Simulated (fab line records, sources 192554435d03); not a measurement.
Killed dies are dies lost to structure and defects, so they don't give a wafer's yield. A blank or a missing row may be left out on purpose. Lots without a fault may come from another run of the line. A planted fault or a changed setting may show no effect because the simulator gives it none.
Which tool did it? | flow n5_finfet | 24 lots, 72 wafers sampled, at 5 steps of a route of 1938

WHAT THE GAUGES READ, wafer by wafer
N5_SDB_CD_MEAS_11: target cd 50 nm. Usual: cd_nm 49.4 nm, standard deviation 1.5.
lot  | measured    | on        | cd_nm (nm)     | flag
L074 | day 3 22:01 | cd_sem-02 | 47.5 48.3 48.9 |
L075 | day 4 04:51 | cd_sem-01 | 50.5 47.9 48.4 |
L076 | day 4 13:43 | cd_sem-02 | 48.8 49.1 49.7 |
L077 | day 4 18:32 | cd_sem-01 | 48.8 51.8 49.4 |
L078 | day 4 22:26 | cd_sem-02 | 52.0 47.1 48.4 |
L079 | day 5 01:17 | cd_sem-02 | 50.6 49.4 51.0 |
L080 | day 5 04:59 | cd_sem-02 | 49.1 49.6 50.0 |
L081 | day 5 10:10 | cd_sem-01 | 48.4 45.9 48.5 |
L082 | day 5 16:19 | cd_sem-02 | 48.2 48.7 49.7 |
L083 | day 6 01:00 | cd_sem-01 | 48.5 48.8 50.9 |
L084 | day 6 08:02 | cd_sem-01 | 48.9 49.7 50.1 |
L085 | day 6 18:43 | cd_sem-01 | 49.3 51.2 50.9 |
L086 | day 6 21:19 | cd_sem-01 | 50.9 49.4 52.9 |
L087 | day 7 01:25 | cd_sem-01 | 48.7 49.3 48.2 |
L088 | day 7 07:54 | cd_sem-02 | 49.3 49.2 48.7 |
L089 | day 7 12:42 | cd_sem-02 | 51.0 48.5 50.3 |
L090 | day 7 15:40 | cd_sem-01 | 49.2 49.2 52.2 |
L091 | day 7 22:01 | cd_sem-01 | 52.4 53.7 52.4 |
L092 | day 8 06:25 | cd_sem-01 | 47.8 50.4 47.9 |
L093 | day 8 12:33 | cd_sem-02 | 52.2 49.2 48.0 |
L094 | day 8 19:09 | cd_sem-02 | 51.0 49.4 53.3 |
L095 | day 9 01:47 | cd_sem-01 | 49.3 46.8 48.8 |
L096 | day 9 06:23 | cd_sem-02 | 51.5 49.1 50.1 |
L097 | day 9 12:33 | cd_sem-01 | 48.9 49.8 49.8 |

N5_DUMMY_REMOVAL_INSPECT_06: inspects for defects (brightfield). Usual: raw_defect_count 12, standard deviation 5.4.
lot  | measured    | on                | raw_defect_count | flag
L074 | day 4 03:05 | defect_inspect-01 | 7 20 5           |
L075 | day 4 09:18 | defect_inspect-01 | 10 3 10          |
L076 | day 4 17:53 | defect_inspect-01 | 15 14 8          |
L077 | day 5 00:47 | defect_inspect-01 | 12 8 14          |
L078 | day 5 03:59 | defect_inspect-01 | 12 18 15         |
L079 | day 5 05:40 | defect_inspect-02 | 20 8 11          |
L080 | day 5 09:11 | defect_inspect-01 | 21 8 20          |
L081 | day 5 15:14 | defect_inspect-02 | 22 19 8          |
L082 | day 5 20:33 | defect_inspect-01 | 13 11 13         |
L083 | day 6 05:18 | defect_inspect-01 | 2 5 4            |
L084 | day 6 12:52 | defect_inspect-02 | 5 12 11          |
L085 | day 6 23:40 | defect_inspect-02 | 13 11 11         |
L086 | day 7 02:44 | defect_inspect-02 | 10 8 10          |
L087 | day 7 06:12 | defect_inspect-01 | 18 17 14         |
L088 | day 7 12:05 | defect_inspect-02 | 16 13 18         |
L089 | day 7 16:55 | defect_inspect-02 | 13 8 14          |
L090 | day 7 20:40 | defect_inspect-01 | 10 8 11          |
L091 | day 8 02:49 | defect_inspect-01 | 17 15 13         |
L092 | day 8 10:42 | defect_inspect-01 | 7 4 9            |
L093 | day 8 16:43 | defect_inspect-01 | 16 5 21          |
L094 | day 8 23:33 | defect_inspect-01 | 19 10 13         |
L095 | day 9 06:33 | defect_inspect-01 | 10 10 7          |
L096 | day 9 10:42 | defect_inspect-02 | 15 18 13         |
L097 | day 9 17:08 | defect_inspect-02 | 19 25 21         |

WHICH TOOL RAN EACH LOT (tool, then ch and the chambers of the sampled wafers, then the start)
lot  | N5_SD_ACTIVATION_LSA_01           | N5_SDB_ETCH_25                    | N5_DUMMY_REMOVAL_STRIP_10
L074 | laser_anneal-02 ch 0, day 3 14:44 | rie_diel-06 ch 0,1, day 3 22:38   | rie_diel-01 ch 1,2,3, day 4 02:55
L075 | laser_anneal-01 ch 0, day 3 21:35 | rie_diel-02 ch 0,1,2, day 4 05:45 | rie_diel-03 ch 1,2,3, day 4 09:08
L076 | laser_anneal-02 ch 0, day 4 05:26 | rie_diel-06 ch 1,2, day 4 14:20   | rie_diel-03 ch 0,3, day 4 17:43
L077 | laser_anneal-01 ch 0, day 4 11:01 | rie_diel-05 ch 1,2, day 4 19:14   | rie_diel-03 ch 1,2, day 5 00:38
L078 | laser_anneal-02 ch 0, day 4 14:24 | rie_diel-05 ch 1,2,3, day 4 23:03 | rie_diel-03 ch 1,2,3, day 5 03:48
L079 | laser_anneal-01 ch 0, day 4 17:43 | rie_diel-05 ch 0,1,3, day 5 02:00 | rie_diel-01 ch 0,1,3, day 5 05:31
L080 | laser_anneal-02 ch 0, day 4 21:21 | rie_diel-05 ch 0,1,3, day 5 05:35 | rie_diel-04 ch 1,3, day 5 09:02
L081 | laser_anneal-01 ch 0, day 5 02:52 | rie_diel-02 ch 0,1, day 5 11:37   | rie_diel-04 ch 0,3, day 5 15:04
L082 | laser_anneal-02 ch 0, day 5 08:59 | rie_diel-02 ch 0,1,3, day 5 16:56 | rie_diel-04 ch 0,1,3, day 5 20:23
L083 | laser_anneal-01 ch 0, day 5 17:37 | rie_diel-05 ch 0,3, day 6 01:39   | rie_diel-01 ch 1,2, day 6 05:08
L084 | laser_anneal-01 ch 0, day 6 00:12 | rie_diel-06 ch 0,1,3, day 6 09:16 | rie_diel-01 ch 1,2, day 6 12:42
L085 | laser_anneal-02 ch 0, day 6 10:17 | rie_diel-02 ch 2,3, day 6 19:46   | rie_diel-03 ch 0,2,3, day 6 23:31
L086 | laser_anneal-01 ch 0, day 6 14:07 | rie_diel-06 ch 0,1,3, day 6 22:26 | rie_diel-01 ch 0,1,2, day 7 02:35
L087 | laser_anneal-02 ch 0, day 6 17:58 | rie_diel-02 ch 0,1,3, day 7 02:30 | rie_diel-04 ch 1,2,3, day 7 06:02
L088 | laser_anneal-01 ch 0, day 7 00:18 | rie_diel-06 ch 0,1,3, day 7 08:32 | rie_diel-01 ch 1,3, day 7 11:55
L089 | laser_anneal-02 ch 0, day 7 05:21 | rie_diel-02 ch 0,3, day 7 13:19   | rie_diel-01 ch 1,2,3, day 7 16:45
L090 | laser_anneal-01 ch 0, day 7 08:25 | rie_diel-02 ch 0,1, day 7 16:46   | rie_diel-01 ch 1,2,3, day 7 20:31
L091 | laser_anneal-02 ch 0, day 7 14:43 | rie_diel-06 ch 0,1,3, day 7 23:00 | rie_diel-04 ch 0,2,3, day 8 02:38
L092 | laser_anneal-01 ch 0, day 7 22:44 | rie_diel-05 ch 1,2, day 8 07:02   | rie_diel-01 ch 1,3, day 8 10:32
L093 | laser_anneal-02 ch 0, day 8 05:14 | rie_diel-02 ch 0,1, day 8 13:10   | rie_diel-03 ch 0,2,3, day 8 16:33
L094 | laser_anneal-01 ch 0, day 8 11:43 | rie_diel-02 ch 0,1, day 8 19:51   | rie_diel-01 ch 0,2,3, day 8 23:23
L095 | laser_anneal-01 ch 0, day 8 17:21 | rie_diel-02 ch 0,1,2, day 9 02:34 | rie_diel-01 ch 0,1,3, day 9 06:23
L096 | laser_anneal-01 ch 0, day 8 22:43 | rie_diel-05 ch 0,2,3, day 9 07:05 | rie_diel-03 ch 1,2,3, day 9 10:32
L097 | laser_anneal-02 ch 0, day 9 03:43 | rie_diel-06 ch 0,1,3, day 9 13:35 | rie_diel-01 ch 0,2,3, day 9 16:58
- N5_SD_ACTIVATION_LSA_01: time 0.0008 s.
- N5_SDB_ETCH_25: etches SiO2 in C4F6/O2, target depth 10 nm, time 3.3 s.
- N5_DUMMY_REMOVAL_STRIP_10: strips in N2/H2, time 40 s.

WHAT THE TOOLS THEMSELVES READ (means of the sampled wafers that have a number; where no wafer has one, the mark that the record gives instead)
N5_SD_ACTIVATION_LSA_01. Usual: wafer_temp_C_max 1085.0, standard deviation 1.3.
lot  | tool            | wafer_temp_C_max | flag
L074 | laser_anneal-02 | 1083.7           |
L075 | laser_anneal-01 | 1085.7           |
L076 | laser_anneal-02 | 1084.5           |
L077 | laser_anneal-01 | 1085.3           |
L078 | laser_anneal-02 | 1083.6           |
L079 | laser_anneal-01 | 1086.0           |
L080 | laser_anneal-02 | 1084.3           |
L081 | laser_anneal-01 | 1086.6           |
L082 | laser_anneal-02 | 1084.5           |
L083 | laser_anneal-01 | 1085.7           |
L084 | laser_anneal-01 | 1085.1           |
L085 | laser_anneal-02 | 1084.1           |
L086 | laser_anneal-01 | 1085.3           |
L087 | laser_anneal-02 | 1083.9           |
L088 | laser_anneal-01 | 1086.9           |
L089 | laser_anneal-02 | 1084.5           |
L090 | laser_anneal-01 | 1086.5           |
L091 | laser_anneal-02 | 1085.1           |
L092 | laser_anneal-01 | 1085.9           |
L093 | laser_anneal-02 | 1083.9           |
L094 | laser_anneal-01 | 1086.2           |
L095 | laser_anneal-01 | 1084.8           |
L096 | laser_anneal-01 | 1084.8           |
L097 | laser_anneal-02 | 1083.6           |

N5_SDB_ETCH_25. Usual: drypump_motor_current_A 5.6 A, standard deviation 0.5; oes_product_au 0.77 a.u., standard deviation 0.08; rf_vpp_V 659 V, standard deviation 17; showerhead_plenum_p_Torr 2.88 Torr, standard deviation 0.06; throttle_valve_pct 21.19 %, standard deviation 0.3.
lot  | tool        | drypump_motor_current_A (A) | oes_product_au (a.u.) | rf_vpp_V (V) | showerhead_plenum_p_Torr (Torr) | throttle_valve_pct (%) | flag
L074 | rie_diel-06 | 5.7                         | 0.81                  | 651          | 2.95                            | 21.14                  |
L075 | rie_diel-02 | 5.7                         | 0.75                  | 669          | 2.93                            | 21.42                  |
L076 | rie_diel-06 | 6.1                         | 0.82                  | 668          | 2.89                            | 20.81                  |
L077 | rie_diel-05 | 5.2                         | 0.77                  | 647          | 2.85                            | 21.04                  |
L078 | rie_diel-05 | 5.5                         | 0.78                  | 653          | 2.87                            | 21.03                  |
L079 | rie_diel-05 | 5.6                         | 0.74                  | 656          | 2.86                            | 21.09                  |
L080 | rie_diel-05 | 5.6                         | 0.74                  | 655          | 2.86                            | 21.08                  |
L081 | rie_diel-02 | 6.1                         | 0.74                  | 678          | 2.92                            | 21.52                  |
L082 | rie_diel-02 | 5.8                         | 0.73                  | 661          | 2.91                            | 21.46                  |
L083 | rie_diel-05 | 5.8                         | 0.74                  | 662          | 2.86                            | 21.09                  |
L084 | rie_diel-06 | 5.5                         | 0.84                  | 661          | 2.88                            | 20.90                  |
L085 | rie_diel-02 | 5.2                         | 0.70                  | 641          | 2.92                            | 21.38                  |
L086 | rie_diel-06 | 5.5                         | 0.84                  | 661          | 2.88                            | 20.91                  |
L087 | rie_diel-02 | 5.7                         | 0.72                  | 660          | 2.90                            | 21.49                  |
L088 | rie_diel-06 | 5.5                         | 0.83                  | 661          | 2.88                            | 20.90                  |
L089 | rie_diel-02 | 5.6                         | 0.68                  | 650          | 2.91                            | 21.47                  |
L090 | rie_diel-02 | 5.9                         | 0.74                  | 671          | 2.89                            | 21.51                  |
L091 | rie_diel-06 | 5.5                         | 0.82                  | 662          | 2.87                            | 20.91                  |
L092 | rie_diel-05 | 5.6                         | 0.80                  | 638          | 2.82                            | 21.04                  |
L093 | rie_diel-02 | 5.9                         | 0.74                  | 671          | 2.89                            | 21.51                  |
L094 | rie_diel-02 | 5.9                         | 0.73                  | 671          | 2.88                            | 21.53                  |
L095 | rie_diel-02 | 5.7                         | 0.71                  | 667          | 2.91                            | 21.47                  |
L096 | rie_diel-05 | 5.9                         | 0.77                  | 647          | 2.82                            | 21.10                  |
L097 | rie_diel-06 | 5.5                         | 0.81                  | 662          | 2.87                            | 20.94                  |

N5_DUMMY_REMOVAL_STRIP_10. Usual: drypump_motor_current_A 5.5 A, standard deviation 0.41; oes_product_au 0.82 a.u., standard deviation 0.099; rf_vpp_V 45.3 V, standard deviation 0.99; showerhead_plenum_p_Torr 3.34 Torr, standard deviation 0.1; throttle_valve_pct 12.16 %, standard deviation 0.29.
lot  | tool        | drypump_motor_current_A (A) | oes_product_au (a.u.) | rf_vpp_V (V) | showerhead_plenum_p_Torr (Torr) | throttle_valve_pct (%) | flag
L074 | rie_diel-01 | 5.4                         | 0.72                  | 45.4         | 3.32                            | 12.32                  |
L075 | rie_diel-03 | 5.6                         | 0.83                  | 45.1         | 3.37                            | 12.20                  |
L076 | rie_diel-03 | 5.4                         | 0.76                  | 44.2         | 3.20                            | 12.16                  |
L077 | rie_diel-03 | 5.3                         | 0.81                  | 45.0         | 3.41                            | 12.23                  |
L078 | rie_diel-03 | 5.6                         | 0.82                  | 45.9         | 3.37                            | 12.22                  |
L079 | rie_diel-01 | 5.3                         | 0.71                  | 45.5         | 3.29                            | 12.39                  |
L080 | rie_diel-04 | 6.2                         | 0.79                  | 45.6         | 3.40                            | 12.33                  |
L081 | rie_diel-04 | 5.7                         | 0.91                  | 45.4         | 3.44                            | 12.18                  |
L082 | rie_diel-04 | 5.8                         | 0.85                  | 45.2         | 3.41                            | 12.21                  |
L083 | rie_diel-01 | 5.2                         | 0.83                  | 44.8         | 3.25                            | 12.20                  |
L084 | rie_diel-01 | 5.3                         | 0.90                  | 45.5         | 3.28                            | 12.00                  |
L085 | rie_diel-03 | 5.4                         | 0.87                  | 44.4         | 3.42                            | 11.96                  |
L086 | rie_diel-01 | 5.3                         | 0.80                  | 43.6         | 3.23                            | 12.28                  |
L087 | rie_diel-04 | 5.6                         | 0.76                  | 45.4         | 3.34                            | 12.33                  |
L088 | rie_diel-01 | 5.3                         | 0.83                  | 44.5         | 3.29                            | 12.16                  |
L089 | rie_diel-01 | 5.4                         | 0.89                  | 46.4         | 3.31                            | 11.96                  |
L090 | rie_diel-01 | 5.4                         | 0.88                  | 46.8         | 3.31                            | 11.97                  |
L091 | rie_diel-04 | 5.5                         | 0.80                  | 45.3         | 3.36                            | 12.33                  |
L092 | rie_diel-01 | 5.3                         | 0.81                  | 45.2         | 3.29                            | 12.19                  |
L093 | rie_diel-03 | 5.4                         | 0.86                  | 45.8         | 3.42                            | 11.99                  |
L094 | rie_diel-01 | 5.4                         | 0.94                  | 45.3         | 3.43                            | 11.82                  |
L095 | rie_diel-01 | 5.4                         | 0.88                  | 46.0         | 3.40                            | 12.03                  |
L096 | rie_diel-03 | 5.6                         | 0.78                  | 44.8         | 3.35                            | 12.30                  |
L097 | rie_diel-01 | 5.5                         | 0.93                  | 45.6         | 3.42                            | 11.83                  |

THE ANSWER, worked out from the rows above alone
Rule: a lot is off if the mean of its wafers that have a number lies more than 3 standard deviations from the usual mean. A lot without any number at a reading at which 4 lots or more have one is off too. The other lots that the step has rows for count as sound. The gauges are gone through in route order, then the tools' own readings, and for those a lot's mean is taken as printed above. The first step at which some lot is off is used, and at that step the reading that is off furthest; a lot without a number counts as furthest.
No lot is off at any reading shown: from this, nothing can be told.

WHAT THE SIMULATOR HAD PUT IN
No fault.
